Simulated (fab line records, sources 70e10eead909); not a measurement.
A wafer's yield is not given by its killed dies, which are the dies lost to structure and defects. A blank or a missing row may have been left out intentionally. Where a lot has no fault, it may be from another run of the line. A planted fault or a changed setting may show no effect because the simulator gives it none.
fab line records | flow nandHarc
record: lots: 6 wafers: 18 lastDay: 32
route steps=1302 shown P_ZERO_WELL@14 END@1302
lots that met no fault: from a run of the same line without faults
startH: hours from the record's first day to the start of the lot's first wafer shown | waitH: how many hours have passed since the lot's step before this one | " the same as in the row above | L1.1+2: one row covering several wafers at once | - no value, or no start given | * or withheld: withheld | < > ~ a bound
route shown NAME@n: names a module that has steps shown in the file, with the first one's number in the route | usual: the fault-free wafers' mean and standard deviation | same: alike in all rows | chamber/n: place in a boat | sites: readings site by site | _std_site: how widely they spread, as a standard deviation | _edge_site: the outer-site mean with the inner-site mean subtracted | radiusMm: how far each site lies from the wafer's centre | mask NAME#n: copy n | behind: the most recent tool/chamber to have shaped the wafer | hold: reason for holding the lot/hours on hold/outcome of the hold | device: transistor that didn't switch, given as n, p or np | end of line: the tests these same wafers got at the end of their route | a step without rows: its recipe alone | killed: the dies lost at the first sort to structure and to defects; this is not the yield of the wafer | map: per-die view of a wafer (x killed, . not killed, _ where there is no die)
set.NAME: the run value of the setting; set.NAME@STEP: its run value at that earlier step | model.NAME: the simulator's own value behind a step, which no gauge read
certain route steps with their lots: each step a table, each wafer a row
services: when a tool's chamber went out of use (startH, in hours from the record's first day, below 0 if earlier), for how many hours, and the reason
== steps ==
step: NHARC_P_ZERO_WELL_CD_MEAS_11
recipe: targetCdNm: 500 landingEnergyEv: 500
usual: cdNm: 499.7/1.9
columns lot.wafer tool chamber startH waitH cdNm
L805.1 cdSem-01 0 21.24 - 500.9
L805.4 " 0 " " 501.9
L805.6 " 0 " " 500.4
L806.1 cdSem-03 0 31.24 - 497.6
L806.4 " 0 " " 500.2
L806.6 " 0 " " 496.1
L818.1 cdSem-02 0 151.11 - 500.5
L818.2 " 0 " " 499.2
L818.5 " 0 " " 500.6
L819.1 cdSem-02 0 161.24 - 500.9
L819.4 " 0 " " 498.3
L819.5 " 0 " " 498.2
L823.1 cdSem-02 0 201.12 - 500.0
L823.2 " 0 " " 497.8
L823.6 " 0 " " 500.5
L826.2 cdSem-01 0 231.26 - 499.3
L826.3 " 0 " " 499.5
L826.6 " 0 " " 498.2
step: NHARC_P_ZERO_WELL_HARDBAKE_12
recipe: tempC: 118 timeS: 65
step: NHARC_P_ZERO_WELL_DESCUM_13
recipe: timeS: 3 o2FlowSccm: 200 arFlowSccm: 0 biasPowerW: 0 chemistry: O2
usual: drypumpMotorCurrentA: 5.9/0.41 oesProductAu: 1.005/0.011 rfVppV: 57.9/0.87 showerheadPlenumPTorr: 1.91/0.07 throttleValvePct: 11.312/0.0089
columns lot.wafer tool chamber startH waitH drypumpMotorCurrentA oesProductAu rfHoursCounterH rfVppV showerheadPlenumPTorr throttleValvePct
L805.4 rieDiel-07 3 21.41 - 6.0 0.989 22 58.0 1.92 11.299
L805.1 " 0 " " 5.1 1.010 22 57.3 1.91 11.309
L805.6 " 1 " " 6.3 0.989 - 59.2 1.96 11.315
L806.4 rieDiel-10 0 31.40 - 6.3 1.001 35 58.1 1.93 11.322
L806.1 " 1 " " 6.1 0.996 36 57.6 1.90 11.309
L806.6 " 0 " " 6.3 0.999 - 59.4 1.93 11.298
L818.1 rieDiel-11 2 151.26 - 5.6 1.014 20 57.8 1.86 11.329
L818.2 " 3 " " 6.3 1.006 20 57.8 2.00 11.303
L818.5 " 2 " " 5.5 1.017 - 56.8 1.86 11.302
L819.4 rieDiel-10 0 161.42 - 6.3 1.004 25 57.2 1.92 11.320
L819.1 " 1 " " 6.1 1.012 29 56.7 1.88 11.303
L819.5 " 3 " " 6.2 1.024 - 57.3 1.97 11.324
L823.1 rieDiel-10 2 201.30 - 5.5 1.017 42 57.9 1.80 11.306
L823.2 " 3 " " 6.2 1.020 39 59.6 1.96 11.292
L823.6 " 1 " " 6.1 1.007 - 57.2 1.88 11.310
L826.3 rieDiel-10 2 231.41 - 5.5 1.027 54 57.1 1.79 11.309
L826.2 " 3 " " 6.2 1.013 50 57.3 1.96 11.315
L826.6 " 2 " " 5.5 1.026 - 58.2 1.79 11.314
step: NHARC_P_ZERO_WELL_ETCH_65
recipe: targetDepthA: 800 overetchA: 240 timeS: 87.88 ionEnergyEv: 200 n2FlowSccm: 150 h2FlowSccm: 150 arFlowSccm: 0 rfW: 400 biasW: 150 chemistry: N2/H2
usual: drypumpMotorCurrentA: 5.9/0.42 oesProductAu: 1.005/0.012 rfVppV: 430.4/2.2 showerheadPlenumPTorr: 2.04/0.079 throttleValvePct: 14.170/0.0097
columns lot.wafer tool chamber startH waitH drypumpMotorCurrentA oesProductAu rfHoursCounterH rfVppV showerheadPlenumPTorr throttleValvePct
L805.4 rieDiel-07 1 21.48 0.1 6.3 0.998 24 431.4 2.09 14.153
L805.1 " 2 " " 5.7 0.983 21 428.4 1.94 14.194
L805.6 " 1 " " 6.3 0.989 - 431.6 2.09 14.159
L806.1 rieDiel-10 2 31.48 0.1 5.5 1.006 37 427.8 1.93 14.173
L806.4 " 0 " " 6.3 0.996 35 430.4 2.06 14.154
L806.6 " 2 " " 5.5 1.009 - 426.6 1.93 14.197
L818.1 rieDiel-11 1 151.35 0.1 6.4 0.997 25 432.7 2.12 14.163
L818.2 " 0 " " 5.3 1.003 24 434.4 2.21 14.169
L818.5 " 1 " " 6.3 1.007 - 432.4 2.12 14.157
L819.4 rieDiel-10 0 161.49 0.1 6.3 0.997 25 431.0 2.04 14.166
L819.1 " 2 " " 5.5 1.012 32 427.3 1.92 14.168
L819.5 " 3 " " 6.1 1.017 - 431.7 2.10 14.177
L823.2 rieDiel-10 1 201.68 0.4 6.1 1.005 40 430.6 2.00 14.174
L823.1 " 2 " " 5.5 1.015 43 426.7 1.91 14.178
L823.6 " 3 " " 6.1 1.022 - 431.3 2.09 14.174
L826.2 rieDiel-10 0 231.50 0.1 6.3 1.013 48 431.2 2.03 14.166
L826.3 " 1 " " 6.1 1.017 52 429.9 2.00 14.151
L826.6 " 3 " " 6.1 1.027 - 431.4 2.09 14.157
step: NHARC_P_ZERO_WELL_ETCH_62
recipe: targetDepthA: 130 timeS: 6.5 chf3FlowSccm: 50 arFlowSccm: 200 rfW: 500 biasW: 200 chemistry: CHF3/Ar
usual: drypumpMotorCurrentA: 5.9/0.42 oesProductAu: 0.968/0.015 rfVppV: 370.5/2.1 showerheadPlenumPTorr: 2.34/0.087 throttleValvePct: 20.218/0.0087
columns lot.wafer tool chamber startH waitH drypumpMotorCurrentA oesProductAu rfHoursCounterH rfVppV showerheadPlenumPTorr throttleValvePct
L805.1 rieDiel-07 0 - - 5.1 0.967 22 370.1 2.34 20.220
L805.4 " 2 " " 5.8 0.926 21 368.0 2.24 20.221
L805.6 " 1 " " 6.3 0.937 - 372.5 2.40 20.210
L806.4 rieDiel-10 0 - - 6.3 0.976 35 370.7 2.36 20.220
L806.1 " 2 " " 5.5 0.993 37 368.5 2.23 20.210
L806.6 " 0 " " 6.3 0.963 - 370.8 2.36 20.211
L818.1 rieDiel-11 0 - - 5.3 0.985 24 375.0 2.53 20.230
L818.2 " 3 " " 6.3 0.985 20 373.6 2.44 20.224
L818.5 " 1 " " 6.4 0.987 - 372.7 2.43 20.234
L819.1 rieDiel-10 2 - - 5.5 0.970 32 367.1 2.21 20.239
L819.4 " 3 " " 6.1 0.983 29 372.1 2.40 20.215
L819.5 " 3 " " 6.1 0.981 - 371.5 2.40 20.220
L823.2 rieDiel-10 0 - - 6.3 0.942 37 370.2 2.34 20.207
L823.1 " 1 " " 6.1 0.954 40 370.1 2.30 20.230
L823.6 " 1 " " 6.1 0.960 - 369.2 2.30 20.214
L826.2 rieDiel-10 0 - - 6.3 0.959 48 371.5 2.34 20.219
L826.3 " 1 " " 6.1 0.956 52 369.3 2.30 20.222
L826.6 " 0 " " 6.3 0.962 - 370.5 2.34 20.217
step: NHARC_P_ZERO_WELL_ETCH_63
recipe: targetDepthA: 1200 timeS: 40.1 hbrFlowSccm: 150 cl2FlowSccm: 50 rfW: 400 icpW: 400 biasW: 100 chemistry: HBr/Cl2
usual: drypumpMotorCurrentA: 5.6/0.44 oesProductAu: 0.999/0.011 throttleValvePct: 26.405/0.0093
columns lot.wafer tool chamber startH waitH drypumpMotorCurrentA oesProductAu rfHoursCounterH throttleValvePct
L805.1 rieSi-02 1 21.69 - 5.5 1.000 0.6 26.396
L805.4 " 2 " " 5.0 0.987 0.6 26.391
L805.6 " 1 " " 5.5 0.990 - 26.391
L806.4 rieSi-05 1 31.66 - 5.6 0.999 0.4 26.396
L806.1 " 0 " " 6.4 1.009 0.3 26.416
L806.6 " 1 " " 5.6 1.013 - 26.403
L818.1 rieSi-02 2 151.54 - 5.1 0.981 0.2 26.400
L818.2 " 3 " " 6.2 0.982 0.1 26.413
L818.5 " 1 " " 5.5 0.974 - 26.391
L819.1 rieSi-05 0 162.13 - 6.4 1.000 0.2 26.418
L819.4 " 2 " " 5.6 0.992 0.1 26.405
L819.5 " 3 " " 5.6 0.988 - 26.397
L823.1 rieSi-02 1 201.84 - 5.5 0.978 0.7 26.401
L823.2 " 0 " " 5.2 1.000 0.3 26.399
L823.6 " 2 " " 5.1 0.987 - 26.393
L826.2 rieSi-03 0 231.71 - 5.0 1.003 0.0 26.404
L826.3 " 2 " " 5.4 1.006 0.0 26.394
L826.6 " 1 " " 5.8 1.000 - 26.412
step: NHARC_P_ZERO_WELL_STRIP_15
recipe: timeS: 900 tempC: 130 chemistry: SPM
step: NHARC_P_ZERO_WELL_DEHYDRATE_16
recipe: tempC: 150 timeS: 120
step: NHARC_P_ZERO_WELL_HMDS_17
recipe: timeS: 30
step: NHARC_P_ZERO_WELL_COAT_18
recipe: spinRpm: withheld
step: NHARC_P_ZERO_WELL_SOFTBAKE_19
recipe: tempC: 122 timeS: 95
step: NHARC_P_ZERO_WELL_EBR_20
step: NHARC_P_ZERO_WELL_EXPOSE_21
recipe: na: 0.6 targetCdNm: 720 doseMj: 22.31 maskId: P_NWELL
usual: exposureDoseMJCm2: 22.311/0.02
columns lot.wafer tool chamber startH waitH mask exposureDoseMJCm2
L805.1 krfScanner-02 0 22.48 - P_NWELL#0 22.289
L805.4 " 0 " " P_NWELL#0 22.300
L805.6 " 0 " " P_NWELL#0 22.302
L806.1 krfScanner-03 0 32.42 - P_NWELL#0 22.298
L806.4 " 0 " " P_NWELL#0 22.306
L806.6 " 0 " " P_NWELL#0 22.316
L818.1 krfScanner-03 0 152.32 - P_NWELL#0 28.441
L818.2 " 0 " " P_NWELL#0 28.425
L818.5 " 0 " " P_NWELL#0 28.409
L819.1 krfScanner-03 0 162.77 - P_NWELL#0 28.427
L819.4 " 0 " " P_NWELL#0 28.477
L819.5 " 0 " " P_NWELL#0 28.481
L823.1 krfScanner-02 0 202.48 - P_NWELL#0 22.291
L823.2 " 0 " " P_NWELL#0 22.305
L823.6 " 0 " " P_NWELL#0 22.302
L826.2 krfScanner-02 0 232.36 - P_NWELL#0 22.268
L826.3 " 0 " " P_NWELL#0 22.324
L826.6 " 0 " " P_NWELL#0 22.292
step: NHARC_P_ZERO_WELL_PEB_22
recipe: pebTempC: 118 pebTimeS: 85
step: NHARC_P_ZERO_WELL_DEVELOP_23
recipe: timeS: 70
step: NHARC_P_ZERO_WELL_CD_MEAS_24
recipe: targetCdNm: 720 landingEnergyEv: 500
usual: cdNm: 719.9/2
columns lot.wafer tool chamber startH waitH cdNm
L805.1 cdSem-01 0 22.63 - 717.9
L805.4 " 0 " " 717.3
L805.6 " 0 " " 718.4
L806.1 cdSem-03 0 32.58 - 718.2
L806.4 " 0 " " 720.1
L806.6 " 0 " " 718.1
L818.1 cdSem-02 0 152.47 - 764.7
L818.2 " 0 " " 759.5
L818.5 " 0 " " 758.5
L819.1 cdSem-01 0 162.92 - 762.8
L819.4 " 0 " " 761.9
L819.5 " 0 " " 763.4
L823.1 cdSem-03 0 202.64 - 718.8
L823.2 " 0 " " 720.6
L823.6 " 0 " " 720.0
L826.2 cdSem-01 0 232.52 - 718.8
L826.3 " 0 " " 720.2
L826.6 " 0 " " 717.9
step: NHARC_P_ZERO_WELL_HARDBAKE_25
recipe: tempC: 125 timeS: 80
step: NHARC_P_ZERO_WELL_DESCUM_26
recipe: timeS: 3 o2FlowSccm: 200 arFlowSccm: 0 biasPowerW: 0 chemistry: O2
usual: drypumpMotorCurrentA: 5.8/0.43 oesProductAu: 1.003/0.011 rfVppV: 57.8/0.88 showerheadPlenumPTorr: 1.90/0.071 throttleValvePct: 11.311/0.01
columns lot.wafer tool chamber startH waitH drypumpMotorCurrentA oesProductAu rfHoursCounterH rfVppV showerheadPlenumPTorr throttleValvePct model.P_ZERO_WELL.cdNm
L805.4 rieDiel-07 1 22.80 - 6.3 1.000 24 58.7 1.96 11.318 717.3
L805.1 " 2 " " 5.7 0.985 21 57.3 1.83 11.296 717.8
L805.6 " 1 " " 6.3 0.983 - 57.3 1.96 11.310 718.2
L806.1 rieDiel-10 1 32.75 - 6.1 1.010 36 58.4 1.90 11.310 718.1
L806.4 " 2 " " 5.5 1.014 37 57.6 1.81 11.301 720.3
L806.6 " 0 " " 6.3 0.999 - 58.6 1.93 11.312 717.4
L818.1 rieDiel-07 2 152.63 - 5.8 0.984 5 56.7 1.81 11.309 765
L818.2 " 3 " " 6.0 1.008 6 58.8 1.91 11.302 759.8
L818.5 " 3 " " 6.1 1.011 - 58.0 1.91 11.300 758.6
L819.4 rieDiel-11 3 163.08 - 6.3 1.018 24 58.7 2.00 11.307 761.7
L819.1 " 1 " " 6.4 1.020 29 59.6 1.98 11.315 763.1
L819.5 " 0 " " 5.3 1.010 - 57.8 2.07 11.306 763.5
L823.2 rieDiel-07 2 202.80 - 5.7 0.985 23 57.4 1.81 11.322 721.3
L823.1 " 0 " " 5.1 0.997 20 56.8 1.89 11.318 718.8
L823.6 " 3 " " 6.0 1.015 - 58.7 1.90 11.314 719.8
L826.3 rieDiel-10 1 232.69 - 6.1 1.006 52 58.3 1.88 11.318 720.4
L826.2 " 2 " " 5.5 1.015 54 60.1 1.79 11.308 719.1
L826.6 " 0 " " 6.3 1.009 - 58.2 1.91 11.327 718.3
step: NHARC_P_ZERO_WELL_IMPLANT_27
recipe: energyKev: 600 doseCm2: 1e+13 tiltDeg: 7
step: NHARC_END_SORT_01
recipe: tempC: 25
usual: killedAtArray: 53/20 killedAtOther: 1/1.2 killedAtPeriphery: 3.7/2.6 killedDies: 58/20 killedOpen: 3.5/1.8 killedShort: 2.4/1.7
same: grossDies: 677
columns lot.wafer tool chamber startH waitH killedAtArray killedAtOther killedAtPeriphery killedDies killedOpen killedShort
L819.1 prober-01 0 696.56 2.5 28 1 3 32 0 3
L819.4 prober-01 0 698.95 3.4 40 0 5 45 2 2
L819.5 prober-01 0 699.75 3.7 56 1 1 58 4 2
L826.2 prober-02 0 774.18 2.8 27 0 10 37 6 5
L826.3 prober-02 0 774.98 3.1 26 1 6 33 2 4
L826.6 prober-02 0 777.39 4.0 31 2 2 35 1 6
killed by level:class
L819.1 A_SLIT:chamberFilmFlake=14 A_CONTACT:chamberFilmFlake=6 A_CHANNEL_HOLE_D1:chamberFilmFlake=3 P_M2:geometricParticle:short=1 A_CHANNEL_FILL_D2:geometricParticle:short=1 A_BLC:geometricParticle:short=1 P_ZERO_WELL:chamberFilmFlake=1 P_GATE:chamberFilmFlake=1
L819.4 A_SLIT:chamberFilmFlake=29 A_CHANNEL_HOLE_D1:chamberFilmFlake=3 P_ZERO_WELL:chamberFilmFlake=2 A_CONTACT:chamberFilmFlake=2 A_BLC:chamberFilmFlake=2 P_GATE:geometricParticle:short=1 A_ONON_D2:geometricParticle:open=1 A_SGD_CUT:geometricParticle:short=1
L819.5 A_SLIT:chamberFilmFlake=38 A_CONTACT:chamberFilmFlake=5 A_CHANNEL_HOLE_D1:chamberFilmFlake=3 A_BLC:chamberFilmFlake=3 A_WL_FILL:geometricParticle:short=2 A_CHANNEL_FILL_D1:geometricParticle:open=1 A_BLC:geometricParticle:open=1 A_M0:geometricParticle:open=1
L826.2 A_SLIT:chamberFilmFlake=7 A_CONTACT:chamberFilmFlake=5 P_M0:geometricParticle:open=3 P_CONTACT:chamberFilmFlake=3 A_WL_FILL:geometricParticle:short=2 P_ZERO_WELL:chamberFilmFlake=2 A_CHANNEL_HOLE_D1:unspecified=2 A_CHANNEL_HOLE_D1:chamberFilmFlake=2
L826.3 A_CONTACT:chamberFilmFlake=7 A_SLIT:chamberFilmFlake=7 P_M2:chamberFilmFlake=3 A_ONON_D2:geometricParticle:short=2 P_CONTACT:chamberFilmFlake=2 A_CHANNEL_HOLE_D1:chamberFilmFlake=1 A_ONON_D1:geometricParticle:short=1 A_CHANNEL_FILL_D1:geometricParticle:open=1
L826.6 A_CONTACT:chamberFilmFlake=10 A_SLIT:chamberFilmFlake=7 A_WL_FILL:geometricParticle:short=2 A_CHANNEL_HOLE_D2:chamberFilmFlake=2 A_STAIRCASE:chamberFilmFlake=2 THIN_TSV:chamberFilmFlake=2 P_CONTACT:geometricParticle:short=1 A_ONON_D1:geometricParticle:short=1
== services ==
columns tool chamber startH hours kind
rieDiel-10 0 1.63 - clean
rieDiel-10 3 9.03 1.5 repair
rieSi-03 - 44.00 9.0 pm
krfScanner-03 - 52.00 4.0 pm
rieSi-02 3 54.89 3.0 repair
rieDiel-10 - 71.53 9.0 pm
rieSi-02 3 79.13 20.0 repair
rieDiel-11 - 79.93 9.0 pm
krfScanner-02 - 94.00 4.0 pm
rieSi-02 - 100.00 9.0 pm
krfScanner-03 - 107.34 0.8 repair
krfScanner-02 - 112.61 0.4 repair
rieDiel-11 - 117.97 0.4 repair
rieDiel-07 - 118.04 9.0 pm
rieSi-03 0 119.59 8.3 repair
rieSi-05 - 128.00 9.0 pm
rieSi-02 0 143.73 37.5 repair
rieSi-02 1 158.70 1.6 repair
rieSi-02 3 158.91 5.0 repair
krfScanner-03 - 175.77 4.2 repair
rieDiel-10 - 186.86 0.5 repair
rieSi-03 - 221.00 9.0 pm
rieDiel-07 1 221.90 10.4 repair
krfScanner-03 - 224.00 4.0 pm
== key ==
firstSign: step: NHARC_P_ZERO_WELL_EXPOSE_21 reading: exposureDoseMJCm2 direction: up sigmas: 99+ usual: 22.311 struck: 28.443
effect: step: NHARC_P_ZERO_WELL_CD_MEAS_24 reading: cdNm direction: up sigmas: 21 usual: 719.9 struck: 761.8
modelEffect: step: NHARC_P_ZERO_WELL_DESCUM_26 value: P_ZERO_WELL.cdNm without: 720.4 struck: 762
metAt NHARC_P_ZERO_WELL_EXPOSE_21
struckWafers L818.1,L818.2,L818.5,L819.1,L819.4,L819.5
testerLeftOut L818,L819
onsetBetween 32.42 152.32
fault: kind: processParameterDrift tool: krfScanner-03 chamber: - onsetH: 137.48 steps: NHARC_P_ZERO_WELL_EXPOSE_21 channel: doseMj offset: 6.1277 shape: step actsIn: theseRecipesOnly stated: 22.31
testerLeftOut: of these lots the tester's yield and bins aren't shown, on N5 and GAA mostly nor the transistor test; their killed dies are dies lost to structure and defects alone, not to doping, threshold or leakage, so they don't give the yield
